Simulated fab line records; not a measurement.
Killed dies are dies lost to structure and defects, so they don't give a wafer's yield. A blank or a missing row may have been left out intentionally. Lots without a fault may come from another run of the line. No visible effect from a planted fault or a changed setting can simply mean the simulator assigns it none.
A lot that was struck, set against a sound lot || flow n5Finfet || 20 out of 1938 route steps
Sound: the wafers L701.3, L701.5, L701.6. Struck: wafers L688.2, L688.4, L688.5. Last of all comes the cause.
At each step with rows: each side's tool, then ch and its chambers, then its first start. Under that, the readings that differ: sound wafers || struck wafers || difference of the means || sigmas: that difference in standard deviations of wafers without a fault.
alike: readings with means less than 2 such deviations apart, plus words and numbers identical on both sides. not compared: withheld readings, readings lacking a value on some wafer, bounds such as >300 that could conceal the same value, and numbers that have no deviation in the record and whose values overlap.
Wherever a step has rows on one side only, a row that says differs or no value, or a row with sigmas, the two part there. When numbers do not overlap yet have no deviation, they are printed without sigmas and do not part them. Lack of a reading on every wafer of one side parts them only where that side has two or more wafers.

first, 11 steps without rows for these wafers: N5_FIN_SAQP_SPACER1_ETCHBACK_25 (etches SiO2 in CHF3/O2, target depth 24.4 nm, time 12.2 s); N5_FIN_SAQP_MANDREL1_REMOVE_56 (chemistry HBr/Cl2/O2, target a-Si, stops on SiNx, bt time 10 s); N5_FIN_SAQP_ETCH_57 (etches SiNx in CH3F/O2, target depth 32.5 nm, time 46.4 s); N5_FIN_SAQP_ETCH_65 (etches SiO2 in CF4, target depth 4 nm, time 4.4 s); N5_FIN_SAQP_MANDREL_ETCH_58 (etches a-Si in HBr/Cl2, stops on SiNx, target depth 45 nm, bt time 10 s, time 27 s); N5_FIN_SAQP_RECESS_63 (chemistry HF/NH3, target SiO2, target depth 18 nm, afs cycles 3, sublimation time 60 s); N5_FIN_SAQP_COAT_68 (time 60 s, resist thk 100 nm); N5_FIN_SAQP_ETCH_69 (etches SOC in N2/H2, stops on SiNx, target depth 150 nm); N5_FIN_SAQP_ETCH_67 (etches SiNx in CH3F/O2, target depth 30 nm); N5_FIN_SAQP_STRIP_70 (strips in N2/H2); N5_FIN_SAQP_RECESS_71 (chemistry HF/NH3, target SiO2, target depth 3 nm, afs cycles 1, sublimation time 60 s).
N5_FIN_SAQP_SPACER2_ALD_28: deposits SiO2, target thk 8.1 nm, pulse time 1 s, purge time 2 s.
  sound on aldSin-01 ch 0,1, day 7 19:11; struck on aldSin-01 ch 0,3, day 4 13:43
  no value came back on the struck wafers for any of 6 readings (chamberPressureTorr (Torr), coReactantPurgeTimeS (s) and others); on the sound wafers chamberPressureTorr (Torr) reads 1.993 1.999 2.002
then, 1 step without rows for these wafers: N5_FIN_SAQP_SPACER2_ETCHBACK_29 (etches SiO2 in CHF3/O2, target depth 12.2 nm, time 6.1 s).
N5_FIN_SAQP_MANDREL2_REMOVE_60: chemistry HBr/Cl2/O2, target a-Si, stops on SiNx, bt time 10 s.
  sound on rieSi-01 ch 0,1, day 7 19:36; struck on rieSi-01 ch 0,2,3, day 4 14:07
{"reading": "model.FIN_SAQP.cdNm (nm)", "sound": "8 8 8.2", "struck": "19.8 19.8 19.4", "difference": "+11.6", "sigmas": ""}
  alike: drypumpMotorCurrentA, oesProductAu, throttleValvePct
  not compared: rfHoursCounterH
N5_FIN_SAQP_CD_MEAS_31: the cd target is 8 nm.
  sound on cdSem-01 ch 0, day 7 19:43; struck on cdSem-03 ch 0, day 4 14:14
{"reading": "cdNm (nm)", "sound": "7.67 8.23 7.70", "struck": "- - -", "difference": "no value on the struck wafers", "sigmas": ""}
then, 1 step without rows for these wafers: N5_FIN_SAQP_HM_OPEN_33 (chemistry CH3F/O2, target SiNx, target depth 49.4 nm, time 70.6 s).
N5_FIN_SAQP_ETCH_34: etches SiO2 in C4F6/O2, target depth 45 nm, time 15 s.
  sound on rieDiel-05 ch 0,3, day 7 19:50; struck on rieDiel-01 ch 2,3, day 4 14:21
{"reading": "model.FIN_SAQP.cdNm (nm)", "sound": "8 8 8", "struck": "19.8 19.8 19.4", "difference": "+11.7", "sigmas": ""}
  alike: drypumpMotorCurrentA, etchRfOnTimeS, oes_f_703_au, oesProductAu, rfVppV, showerheadPlenumPTorr, throttleValvePct
  not compared: rfHoursCounterH
then, 1 step without rows for these wafers: N5_FIN_SAQP_STRIP_77 (strips in N2/H2, time 90 s).
N5_BEOL_M4_RC_MEAS_101:
  the record has rows for the sound wafers here (prober-02 ch 0, day 14 05:02) and none for the struck ones
-- the record jumps here: 11 days lie between the struck wafers' starts before and after (it left off in module BEOL_M4 and takes up again in module PASSIVATION, whose first step shown is number 1936 of the route) --
N5_PASSIVATION_PROBE_49:
  the record has rows for the struck wafers here (prober-02, day 15 07:04) and none for the sound ones

== WHERE THEY PART ==
Last at N5_PASSIVATION_PROBE_49 as far as this record goes, first at N5_FIN_SAQP_SPACER2_ALD_28.

WHY: what had been put in by the simulator
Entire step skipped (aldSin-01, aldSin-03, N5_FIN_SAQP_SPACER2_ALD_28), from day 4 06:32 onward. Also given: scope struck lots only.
